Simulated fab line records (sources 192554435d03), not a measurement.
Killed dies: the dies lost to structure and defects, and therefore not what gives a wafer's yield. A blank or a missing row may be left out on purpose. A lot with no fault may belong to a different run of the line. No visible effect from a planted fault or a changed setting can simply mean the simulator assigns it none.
fab line records	flow n5_finfet
record: lots: 10	wafers: 27	last_day: 21
route steps=1938 shown DUMMY_GATE@231 SD_EPI_N@288 SD_ACTIVATION@332 BEOL_M4@1111
lots that met no fault: taken from a fault-free run of the same line
start_h: hours from the record's opening day to when the first of the lot's shown wafers began	wait_h: how many hours have passed since the lot's step before this one	" same as the row above	L1.1+2: several wafers, shown together as one row	- no value, or no start was given	* or withheld: withheld	< > ~ a bound
route shown NAME@n: a module of which the file shows steps, and the number in the route of the first	usual: the fault-free wafers' mean and standard deviation	same: alike in all rows	chamber/n: place in a boat	sites: each site's reading	_std_site: their standard deviation	_edge_site: the outer-site mean with the inner-site mean subtracted	radius_mm: for every site, how far away it sits from the centre of the wafer	mask NAME#n: copy n	behind: the tool/chamber that last shaped the wafer	hold: cause of the lot's hold/its duration in hours/its outcome	device: whichever transistor did not switch (one of n, p or np)	end of line: tests run on the same wafers once the route is complete	a step without rows: its recipe alone	killed: count of dies lost to structure and defects at first sort (not the wafer's yield)	map: a wafer's dies, marking killed ones x, the rest . and places with no die _
set.NAME: setting as actually run; set.NAME@STEP: the setting as run at that earlier step	model.NAME: the simulator's own value behind a step, which no gauge read
steps of the route over a sample of lots; a table a step, a row a wafer
services: the hour from which a tool's chamber was out of use, counted from the record's first day as start_h (under 0 if before that day), plus the number of hours and why
== steps ==
step: N5_DUMMY_GATE_CD_MEAS_15
recipe: target_cd_nm: 25.8	landing_energy_ev: 500	detector: se_inlens
usual: cd_nm: 24.99/0.29
lot.wafer	tool	chamber	start_h	wait_h	cd_nm
L782.1	cd_sem-02	0	52.01	-	25.22
L782.4	"	0	"	"	25.19
L782.5	"	0	"	"	25.44
L783.2	cd_sem-02	0	57.33	-	24.61
L783.5	"	0	"	"	24.97
L783.6	"	0	"	"	24.59
L785.1	cd_sem-02	0	69.62	-	24.66
L785.4	"	0	"	"	24.66
L785.6	"	0	"	"	24.84
L787.4	cd_sem-03	0	86.01	-	25.55
L787.5	"	0	"	"	25.03
L788.1	cd_sem-03	0	89.77	-	25.01
L788.2	"	0	"	"	25.31
L788.6	"	0	"	"	25.26
L790.1	cd_sem-01	0	105.26	-	24.68
L790.2	"	0	"	"	24.26
L790.5	"	0	"	"	24.66
L791.1	cd_sem-01	0	113.71	-	25.02
L791.3	"	0	"	"	25.06
L791.5	"	0	"	"	25.35
L799.3	cd_sem-02	0	153.35	-	25.03
L799.6	"	0	"	"	24.64
L800.3	cd_sem-02	0	159.20	-	25.08
L800.6	"	0	"	"	25.54
L802.1	cd_sem-01	0	175.98	-	24.56
L802.3	"	0	"	"	25.33
L802.6	"	0	"	"	24.79
step: N5_DUMMY_GATE_INSPECT_17
recipe: mode: adi	inspect_instrument: brightfield
usual: raw_defect_count: 199/60
lot.wafer	tool	chamber	start_h	wait_h	raw_defect_count
L782.1	defect_inspect-02	-	52.11	0.1	139
L782.4	"	-	"	"	320
L782.5	"	-	"	"	168
L783.2	defect_inspect-02	-	57.43	0.0	76
L783.5	"	-	"	"	159
L783.6	"	-	"	"	121
L785.1	defect_inspect-01	-	69.72	0.1	197
L785.4	"	-	"	"	223
L785.6	"	-	"	"	223
L787.4	defect_inspect-02	-	86.10	0.0	222
L787.5	"	-	"	"	263
L788.1	defect_inspect-01	-	89.86	0.1	178
L788.2	"	-	"	"	192
L788.6	"	-	"	"	193
L790.1	defect_inspect-01	-	105.45	0.1	230
L790.2	"	-	"	"	270
L790.5	"	-	"	"	238
L791.1	defect_inspect-01	-	113.85	0.1	162
L791.3	"	-	"	"	155
L791.5	"	-	"	"	112
L799.3	defect_inspect-01	-	153.44	0.0	245
L799.6	"	-	"	"	219
L800.3	defect_inspect-01	-	159.29	0.0	308
L800.6	"	-	"	"	211
L802.1	defect_inspect-01	-	176.09	0.1	243
L802.3	"	-	"	"	217
L802.6	"	-	"	"	300
step: N5_DUMMY_GATE_ETCH_32
recipe: chemistry: CF4	target: SiO2	target_depth_a: 35	time_s: 3.9	ion_energy_ev: 350	pressure_mtorr: 10	icp_w: 800	bias_w: 400	cf4_flow_sccm: 80
usual: bias_w: 400.2/1.2	drypump_motor_current_A: 5.9/0.37	oes_product_au: 0.993/0.027	throttle_valve_pct: 21.65/0.24
lot.wafer	tool	chamber	start_h	wait_h	bias_w	drypump_motor_current_A	oes_product_au	rf_hours_counter_h	throttle_valve_pct
L782.1	rie_si-04	3	52.86	0.1	399.4	6.3	1.049	97	21.49
L782.4	"	3	"	"	398.8	6.3	1.048	-	21.47
L782.5	"	1	"	"	401.1	5.0	0.990	-	21.69
L783.2	rie_si-05	2	58.13	0.1	400.9	5.1	0.974	131	22.30
L783.5	"	1	"	"	401.9	5.8	1.026	-	21.41
L783.6	"	2	"	"	399.7	5.1	0.969	-	22.27
L785.1	rie_si-06	1	70.42	0.1	398.9	6.1	0.970	3	21.46
L785.4	"	0	"	"	400.7	6.0	0.968	176	21.59
L785.6	"	1	"	"	397.5	6.0	0.968	-	21.45
L787.4	rie_si-06	1	86.80	0.1	398.1	6.0	0.962	4	21.46
L787.5	"	1	"	"	397.9	6.0	0.960	-	21.45
L788.1	rie_si-06	3	90.57	0.1	402.2	5.8	1.010	185	21.66
L788.2	"	0	"	"	399.3	6.1	0.977	177	21.60
L788.6	"	3	"	"	399.9	5.8	1.000	-	21.66
L790.1	rie_si-04	1	106.15	0.1	401.1	5.0	0.976	107	21.71
L790.2	"	3	"	"	397.9	6.2	1.050	98	21.47
L790.5	"	3	"	"	399.6	6.2	1.047	-	21.47
L791.1	rie_si-06	0	114.73	0.1	398.3	6.0	0.974	177	21.61
L791.3	"	1	"	"	401.0	6.1	0.951	4	21.45
L791.5	"	2	"	"	399.2	6.1	0.969	-	21.50
L799.3	rie_si-04	1	154.17	0.1	398.0	5.0	0.976	108	21.70
L799.6	"	2	"	"	399.0	5.9	1.017	-	22.34
L800.3	rie_si-05	1	160.25	0.1	401.4	5.8	1.023	14	21.42
L800.6	"	3	"	"	399.7	5.6	1.023	-	21.73
L802.1	rie_si-06	3	176.91	0.1	399.6	5.7	1.002	187	21.63
L802.3	"	2	"	"	401.3	6.1	0.957	8	21.52
L802.6	"	1	"	"	400.1	6.0	0.975	-	21.46
step: N5_SD_EPI_N_EPI_21
recipe: material: Si:P	dopant: P	temp_c: 680	pressure_torr: 255	time_s: 690
usual: epi_growth_time_s: 690/0
lot.wafer	tool	chamber	start_h	wait_h	epi_growth_time_s
L782.1	epi_rpcvd-01	0	56.20	0.1	690
L782.4	"	0	"	"	690
L782.5	"	0	"	"	690
L783.2	epi_rpcvd-01	0	61.66	0.4	690
L783.5	"	0	"	"	690
L783.6	"	0	"	"	690
L785.1	epi_rpcvd-01	0	75.63	0.1	690
L785.4	"	0	"	"	690
L785.6	"	0	"	"	690
L787.4	epi_rpcvd-03	0	90.89	0.9	690
L787.5	"	0	"	"	690
L788.1	epi_rpcvd-02	0	97.43	0.1	690
L788.2	"	0	"	"	690
L788.6	"	0	98.83	1.4	690
L790.1	epi_rpcvd-02	0	109.41	0.1	690
L790.2	"	0	"	"	690
L790.5	"	0	"	"	690
L791.1	epi_rpcvd-01	0	118.09	0.1	690
L791.3	"	0	"	"	690
L791.5	"	0	"	"	690
L799.3	epi_rpcvd-01	0	158.61	0.9	690
L799.6	"	0	159.73	1.9	806.06
L800.3	epi_rpcvd-01	0	164.36	0.9	690
L800.6	"	0	165.48	1.9	806.06
L802.1	epi_rpcvd-02	0	181.51	0.1	690
L802.3	"	0	"	"	690
L802.6	"	0	"	"	690
step: N5_SD_EPI_N_EPI_MEAS_23
recipe: mode: xrd
usual: thk_nm: 59.1/1.3
lot.wafer	tool	chamber	start_h	wait_h	thk_nm
L782.1	film_metro-01	-	57.91	1.4	57.6
L782.4	"	-	"	"	57.9
L782.5	"	-	"	"	61.1
L783.2	film_metro-01	-	63.10	1.2	59.4
L783.5	"	-	"	"	59.8
L783.6	"	-	"	"	60.5
L785.1	film_metro-01	-	77.34	1.4	61.3
L785.4	"	-	"	"	58.5
L785.6	"	-	"	"	61.3
L787.4	film_metro-01	-	91.77	0.6	57.5
L787.5	"	-	"	"	58.1
L788.1	film_metro-01	-	99.14	1.4	59.0
L788.2	"	-	"	"	58.6
L788.6	"	-	"	"	58.0
L790.1	film_metro-01	-	111.12	1.4	58.9
L790.2	"	-	"	"	57.6
L790.5	"	-	"	"	59.0
L791.1	film_metro-01	-	119.80	1.4	60.7
L791.3	"	-	"	"	60.8
L791.5	"	-	"	"	58.0
L799.3	film_metro-01	-	160.15	1.2	59.2
L799.6	"	-	"	"	65.3
L800.3	film_metro-02	-	165.91	1.2	57.8
L800.6	"	-	"	"	65.4
L802.1	film_metro-01	-	183.22	1.4	57.9
L802.3	"	-	"	"	59.3
L802.6	"	-	"	"	59.8
step: N5_SD_ACTIVATION_RS_MEAS_03
recipe: thk_meas_gauge: four-point-probe
usual: RS_SD_N: 21.82/0.27	RS_SD_P: 56.0/0.78
lot.wafer	tool	chamber	start_h	wait_h	RS_SD_N[ohm/sq]	RS_SD_P[ohm/sq]
L782.1	film_metro-02	-	62.98	0.2	21.92	56.6
L782.4	"	-	"	"	21.77	55.0
L782.5	"	-	"	"	21.54	56.8
L783.2	film_metro-01	-	68.62	0.2	21.58	56.2
L783.5	"	-	"	"	21.45	57.0
L783.6	"	-	"	"	21.40	55.4
L785.1	film_metro-01	-	82.75	0.2	21.57	56.2
L785.4	"	-	"	"	21.46	56.4
L785.6	"	-	"	"	21.61	55.8
L787.4	film_metro-01	-	98.26	0.1	22.26	55.7
L787.5	"	-	"	"	22.20	56.2
L788.1	film_metro-01	-	105.70	0.2	21.43	55.3
L788.2	"	-	"	"	21.73	56.3
L788.6	"	-	"	"	21.50	56.5
L790.1	film_metro-02	-	116.54	0.2	22.17	56.5
L790.2	"	-	"	"	21.89	56.4
L790.5	"	-	"	"	22.29	57.4
L791.1	film_metro-01	-	125.20	0.2	21.53	57.1
L791.3	"	-	"	"	21.47	55.0
L791.5	"	-	"	"	21.89	56.6
L799.3	film_metro-01	-	165.51	0.2	22.09	55.3
L799.6	"	-	"	"	19.70	54.8
L800.3	film_metro-01	-	171.86	0.2	21.82	55.2
L800.6	"	-	"	"	19.75	55.2
L802.1	film_metro-01	-	188.48	0.2	21.73	55.9
L802.3	"	-	"	"	21.86	56.3
L802.6	"	-	"	"	21.35	56.3
step: N5_BEOL_M4_RC_MEAS_101
usual: DIBL_N: 37.7/2	DIBL_P: 37.7/2.3	IOFF_N: 0.18/0.039	IOFF_P: 0.23/0.042	ION_N: 681/12	ION_P: 463/8	RS_SD_N: 28.3/0.32	SS_N: 71.9/0.68	SS_P: 73.6/0.71	VT_N: 248/3.2	VT_P: -249/3.1
lot.wafer	tool	chamber	start_h	wait_h	DIBL_N[mV/V]	DIBL_P[mV/V]	IOFF_N[nA/um]	IOFF_P[nA/um]	ION_N[uA/um]	ION_P[uA/um]	RS_SD_N[ohm/sq]	SS_N[mV/dec]	SS_P[mV/dec]	VT_N[mV]	VT_P[mV]
L783.2	prober-02	0	265.07	0.2	42.7	41.4	0.26	0.31	704	480	28.3	73.3	74.6	244	-245
L783.5	"	0	"	"	36.7	34.8	0.13	0.18	672	465	28.5	71.3	72.9	254	-254
L783.6	"	0	"	"	42.0	40.6	0.25	0.30	707	482	27.9	72.9	74.4	245	-247
L782.1	prober-01	0	273.92	0.0	36.0	33.5	0.15	0.17	683	459	28.4	71.5	73.2	248	-252
L782.4	"	0	"	"	41.0	39.8	0.31	0.28	702	465	28.4	72.3	74.6	239	-246
L782.5	"	0	"	"	37.1	35.3	0.17	0.20	672	459	28.2	71.9	73.7	247	-250
L785.1	prober-01	0	278.27	0.0	36.2	35.5	0.13	0.16	658	441	27.8	72.6	73.6	254	-256
L785.4	"	0	"	"	37.5	38.0	0.16	0.20	679	457	28.0	72.2	72.6	251	-254
L785.6	"	0	"	"	41.2	40.8	0.24	0.24	677	452	28.4	72.4	74.0	245	-250
L788.1	prober-01	0	298.57	0.0	40.2	40.8	0.22	0.27	673	456	27.9	72.8	74.5	246	-248
L788.2	"	0	"	"	39.1	39.3	0.21	0.24	687	465	27.9	72.5	73.8	247	-248
L788.6	"	0	"	"	38.9	38.2	0.19	0.22	662	449	28.1	71.9	73.5	251	-251
L787.4	prober-01	0	305.76	0.5	36.3	37.5	0.16	0.21	684	469	28.9	72.1	73.8	252	-249
L787.5	"	0	"	"	39.2	41.1	0.23	0.26	700	471	28.6	72.5	75.4	245	-248
L790.1	prober-01	0	309.95	0.0	37.6	36.9	0.16	0.23	664	460	28.6	72.0	74.0	250	-249
L790.2	"	0	"	"	40.3	38.5	0.23	0.25	682	461	28.2	72.7	74.1	247	-245
L790.5	"	0	"	"	38.8	38.6	0.18	0.24	670	455	28.7	71.5	73.5	251	-250
L791.1	prober-02	0	323.10	0.0	34.1	34.6	0.14	0.18	668	453	27.8	70.5	72.2	250	-252
L791.3	"	0	"	"	36.3	37.9	0.19	0.24	697	472	28.1	72.3	73.2	247	-248
L791.5	"	0	"	"	34.2	35.2	0.16	0.19	689	470	28.4	71.6	73.5	247	-249
L799.3	prober-01	0	360.36	0.3	38.0	36.7	0.18	0.22	665	457	28.3	71.2	73.7	248	-250
L799.6	"	0	"	"	39.6	38.5	0.20	0.24	683	463	25.5	72.0	74.4	246	-251
L800.3	prober-01	0	378.16	0.3	38.2	38.9	0.19	0.24	685	466	28.8	71.8	73.5	246	-248
L800.6	"	0	"	"	33.5	32.8	0.11	0.16	677	461	25.6	70.6	72.8	254	-255
L802.1	prober-02	0	385.87	0.0	38.5	36.9	0.20	0.21	681	464	28.2	72.8	73.6	247	-249
L802.3	"	0	"	"	35.3	35.0	0.15	0.19	682	464	28.1	71.3	73.6	248	-249
L802.6	"	0	"	"	36.5	36.6	0.15	0.20	671	457	27.7	71.7	73.2	251	-249
== services ==
tool	chamber	start_h	hours	kind
rie_si-04	2	32.60	22.9	repair
rie_si-06	2	54.70	7.7	repair
rie_si-04	3	56.76	5.6	repair
epi_rpcvd-03	-	67.26	0.3	repair
rie_si-04	2	100.54	8.3	repair
== key ==
first_sign: step: N5_SD_EPI_N_EPI_21	reading: epi_growth_time_s	direction: up	sigmas: 99+	usual: *	struck: *
effect: step: N5_SD_EPI_N_EPI_MEAS_23	reading: thk_nm	direction: up	sigmas: 4.9	usual: *	struck: *
effect: step: N5_SD_ACTIVATION_RS_MEAS_03	reading: RS_SD_N	direction: down	sigmas: 7.8	usual: 21.82	struck: 19.73
effect: step: N5_BEOL_M4_RC_MEAS_101	reading: RS_SD_N	direction: down	sigmas: 8.7	usual: 28.3	struck: 25.5
met_at N5_SD_EPI_N_EPI_21
struck_lots L799,L800
struck_wafers L799.6,L800.6
not_acting_at N5_DUMMY_GATE_CD_MEAS_15,N5_DUMMY_GATE_INSPECT_17,N5_DUMMY_GATE_ETCH_32
onset_between 118.09 158.61
fault: kind: process_parameter_drift	tool: epi_rpcvd-01	chamber: -	onset_h: 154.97	steps: N5_SD_EPI_N_EPI_21	channel: epi_growth_time_s	offset: *	shape: step	end_h: 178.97	scope: struck_wafers_only	acts_in: *	stated: *
